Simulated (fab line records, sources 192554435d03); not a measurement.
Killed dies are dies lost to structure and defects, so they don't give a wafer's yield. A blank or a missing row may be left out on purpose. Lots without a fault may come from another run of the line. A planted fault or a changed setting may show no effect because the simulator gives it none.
Which tool did it? | flow n5_finfet | 12 lots, 36 wafers sampled, at 4 steps of a route of 1938

WHAT THE GAUGES READ, wafer by wafer
N5_FIN_SAQP_CD_MEAS_31: target cd 8 nm.
lot  | measured    | on        | cd_nm (nm)
L075 | day 2 07:13 | cd_sem-02 | 8.26 7.89 8.42
L077 | day 2 21:58 | cd_sem-02 | 8.32 7.77 8.33
L079 | day 3 07:41 | cd_sem-02 | 8.08 8.02 8.26
L081 | day 3 20:29 | cd_sem-02 | 8.12 7.96 8.20
L083 | day 4 09:46 | cd_sem-02 | 7.56 8.26 7.64
L085 | day 4 22:23 | cd_sem-02 | 8.17 8.27 8.10
L087 | day 5 07:55 | cd_sem-01 | 7.94 7.87 8.26
L089 | day 5 19:53 | cd_sem-02 | 8.07 7.84 8.15
L091 | day 6 08:55 | cd_sem-03 | 8.26 8.17 7.89
L093 | day 6 19:32 | cd_sem-03 | 7.91 8.31 8.09
L095 | day 7 08:17 | cd_sem-02 | 8.42 8.43 7.99
L097 | day 7 21:01 | cd_sem-01 | 7.84 7.98 7.92

WHICH TOOL RAN EACH LOT (tool, then ch and the chambers of the sampled wafers, then the start)
lot  | N5_ZERO_LAYER_ETCH_17             | N5_FIN_SAQP_STRIP_55              | N5_FIN_SAQP_MANDREL2_REMOVE_60
L075 | rie_diel-05 ch 0,2,3, day 1 18:44 | rie_diel-02 ch 0,1,2, day 2 04:02 | rie_si-02 ch 1,2,3, day 2 07:07
L077 | rie_diel-01 ch 0,1, day 2 06:43   | rie_diel-04 ch 1,2,3, day 2 16:37 | rie_si-01 ch 0,2,3, day 2 21:52
L079 | rie_diel-03 ch 0,1, day 2 18:52   | rie_diel-06 ch 0,1,3, day 3 04:28 | rie_si-01 ch 0,1,2, day 3 07:35
L081 | rie_diel-05 ch 1,3, day 3 07:10   | rie_diel-02 ch 1,2,3, day 3 17:00 | rie_si-01 ch 0,1,3, day 3 20:23
L083 | rie_diel-03 ch 0,1,2, day 3 18:52 | rie_diel-06 ch 1,2, day 4 06:27   | rie_si-02 ch 0,3, day 4 09:39
L085 | rie_diel-03 ch 1,2,3, day 4 06:51 | rie_diel-02 ch 1,2, day 4 16:31   | rie_si-03 ch 2,3, day 4 22:17
L087 | rie_diel-01 ch 0,1, day 4 18:44   | rie_diel-04 ch 0,1,3, day 5 04:16 | rie_si-01 ch 2,3, day 5 07:49
L089 | rie_diel-05 ch 0,2, day 5 06:45   | rie_diel-02 ch 2,3, day 5 16:37   | rie_si-02 ch 0,1,3, day 5 19:46
L091 | rie_diel-01 ch 0,1,3, day 5 18:43 | rie_diel-06 ch 0,1,2, day 6 05:07 | rie_si-02 ch 0,1,3, day 6 08:48
L093 | rie_diel-01 ch 0,3, day 6 06:51   | rie_diel-02 ch 0,3, day 6 16:14   | rie_si-01 ch 0,1,2, day 6 19:25
L095 | rie_diel-01 ch 1,2, day 6 18:43   | rie_diel-06 ch 0,1, day 7 04:40   | rie_si-02 ch 1,2, day 7 08:10
L097 | rie_diel-01 ch 0,1,2, day 7 06:55 | rie_diel-06 ch 0,1,2, day 7 17:07 | rie_si-03 ch 0,1, day 7 20:54
- N5_ZERO_LAYER_ETCH_17: etches SiO2 in CF4, target depth 12 nm, time 13.3 s.
- N5_FIN_SAQP_STRIP_55: strips in N2/H2.
- N5_FIN_SAQP_MANDREL2_REMOVE_60: chemistry HBr/Cl2/O2, target a-Si, stops on SiNx, bt time 10 s.

THE ANSWER, worked out from the rows above alone
Rule: what is usual is taken from the lots themselves. Put in order of their means at a reading, lots are off if they are a third of the lots or fewer, leave a main group of 4 or more, and stand apart from it by a gap of 3 or more times the standard deviation of the main group's means; of several such gaps the widest counts. A main group whose means are all the same, to the digits that the tables above print for the reading, isn't used. A lot without any number at a reading at which 4 lots or more have one is off too. The other lots that the step has rows for count as sound.
No lot is off at any reading shown: from this, nothing can be told.

WHAT THE SIMULATOR HAD PUT IN
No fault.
